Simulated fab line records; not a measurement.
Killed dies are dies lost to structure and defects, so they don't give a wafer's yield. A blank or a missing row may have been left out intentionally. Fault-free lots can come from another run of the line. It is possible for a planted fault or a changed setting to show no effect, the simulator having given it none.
Chamber matching / flow n5 finfet / 4 sister chambers for N5_MOL_CONTACT_COAG_DESCUM_88 on rie diel-05
The step chemistry O2, time 7 s. 4 wafers are shown with their chamber, then 9 later ones without.

== WAFERS WITH THEIR CHAMBER ==
wafer=L081.3; chamber=0; showerhead plenum p Torr (Torr)=2.00
wafer=L084.1; chamber=2; showerhead plenum p Torr (Torr)=2.13
wafer=L084.2; chamber=1; showerhead plenum p Torr (Torr)=1.96
wafer=L084.3; chamber=3; showerhead plenum p Torr (Torr)=2.14

== WAFERS WHOSE CHAMBER IS MISSING ==
wafer=L084.4; showerhead plenum p Torr (Torr)=1.99
wafer=L084.5; showerhead plenum p Torr (Torr)=1.96
wafer=L084.6; showerhead plenum p Torr (Torr)=2.13
wafer=L085.1; showerhead plenum p Torr (Torr)=1.96
wafer=L085.2; showerhead plenum p Torr (Torr)=2.14
wafer=L085.3; showerhead plenum p Torr (Torr)=1.99
wafer=L085.4; showerhead plenum p Torr (Torr)=2.13
wafer=L085.5; showerhead plenum p Torr (Torr)=2.14
wafer=L085.6; showerhead plenum p Torr (Torr)=2.13

== CHAMBER TAKEN BY EACH ==
wafer=L084.4; from the rows above=0; in truth=0
wafer=L084.5; from the rows above=1; in truth=1
wafer=L084.6; from the rows above=2; in truth=2
wafer=L085.1; from the rows above=1; in truth=1
wafer=L085.2; from the rows above=3; in truth=3
wafer=L085.3; from the rows above=0; in truth=0
wafer=L085.4; from the rows above=2; in truth=2
wafer=L085.5; from the rows above=3; in truth=3
wafer=L085.6; from the rows above=2; in truth=2
Placed correctly: 9 of 9. Can't be placed from these rows: 0. Number placed wrongly: 0.
How it was worked out, from the rows above alone: a wafer's distance from a chamber is the root of the sum, over the readings, of the square of ((its reading less the chamber's mean) divided by the reading's scatter). If the next closest chamber is less than 2 further off than the closest, the wafer can't be placed; otherwise it belongs to the closest. For every chamber, the mean is computed from those of its wafers that are shown. The scatter: with one shown wafer a chamber, the root of the mean of the squares of how far each hidden wafer lies from its nearest shown one.
